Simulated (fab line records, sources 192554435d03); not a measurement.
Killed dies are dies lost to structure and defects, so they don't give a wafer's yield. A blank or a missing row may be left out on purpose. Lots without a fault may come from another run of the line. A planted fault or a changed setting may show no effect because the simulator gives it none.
Problem report in the 8D (eight disciplines) form, filled by code | flow n5_finfet | the parts of the form that need people (team, actions taken, sign-off) are left out

1. THE PROBLEM
cd_nm at N5_BEOL_M0_SAQP_CD_MEAS_14 reads a mean of 37.5 nm on 2 wafers of 2 lots; wafers without a fault read 42.4 nm with a standard deviation of 0.38. That is -13 standard deviations from the usual mean.
The step: target cd 42.5 nm.
First seen on wafer L112.2, day 9 12:40, on cd_sem-01. The record holds 28 wafers of 10 lots with a number at this step. Rule for "out", or "out of limits": more than 4 standard deviations from the usual mean. The other wafers with a number count as sound.

2. WHAT IT IS AND WHAT IT IS NOT
question                    | is                   | is not
which readings at this step | cd_nm                | -
which lots                  | L112, L113           | L101, L102, L103, L106, L107, L109, L119, L998
which wafers of those lots  | L112.2, L113.4       | L112.3, L112.6, L113.3, L113.6
read on which gauges        | cd_sem-01, cd_sem-02 | cd_sem-03
when                        | from day 9 12:40     | up to then (21 sound wafers); but 5 sound wafers of L113, L119 came after

3. SUSPECTS, AND WHAT RULES EACH OUT
Counting: a tool at a process step up to the reading stays a suspect if it ran every lot that is out. Sound lots after the first of them don't rule it out here, since some wafers of a struck lot are sound.
- the gauge at N5_BEOL_M0_SAQP_CD_MEAS_14: ruled out. The wafers that are out were read on 2 gauges (cd_sem-01, cd_sem-02).
- arfi_scanner-01 at N5_BEOL_M0_SAQP_EXPOSE_11 (exposes mask M0 CORE, target cd 42 nm): kept. It ran every lot that is out, first L112 (day 9 12:33); its last sound lot up to then is L109 (day 8 19:16).
Left after counting: arfi_scanner-01 at N5_BEOL_M0_SAQP_EXPOSE_11.

4. THE CAUSE (what the simulator had put in)
Process parameter drift: arfi_scanner-01, from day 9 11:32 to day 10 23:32, at N5_BEOL_M0_SAQP_EXPOSE_11. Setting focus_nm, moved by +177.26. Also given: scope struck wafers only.
Counting left only this tool.

5. THE CHAIN OF EFFECTS, in route order
Each row: a reading whose mean over the struck wafers that have a number lies more than 3 standard deviations from the usual. Only readings for which the record gives a usual standard deviation are gone through. hours: the time from each lot's start at the first step in this table that gives one to its start at this step, as a median over the lots. sigmas: the change in usual standard deviations.
hours | step                       | reading            | usual   | on struck wafers | change | sigmas
0     | N5_BEOL_M0_SAQP_CD_MEAS_14 | cd_nm              | 42.4 nm | 37.5             | -4.9   | -13
248   | N5_PASSIVATION_PROBE_49    | killed_at_M0_to_M3 | 34      | 68               | +34    | +3.6
248   | N5_PASSIVATION_PROBE_49    | killed_on_rim      | 14      | 34               | +20    | +4.7
The process steps in it:
- N5_PASSIVATION_PROBE_49
Later measuring or inspecting steps at which every struck wafer that the step has a row for has a number for every such reading, and none has moved that far: N5_BEOL_M4_RC_MEAS_101.

6. WHAT WOULD HAVE CAUGHT IT SOONER
In this record the first reading out of limits at a measuring or inspecting step was taken at day 9 12:40, 1 hour after the fault began at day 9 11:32.
Of the tool readings at N5_BEOL_M0_SAQP_EXPOSE_11 for which the record gives a usual standard deviation, none was out on any struck wafer, so an alarm limit of 4 standard deviations on them would not have fired.
Of the lots that are out (2), L113 began N5_BEOL_M0_SAQP_EXPOSE_11 on arfi_scanner-01 after day 9 12:40. A hold on the tool at that time would have spared it.
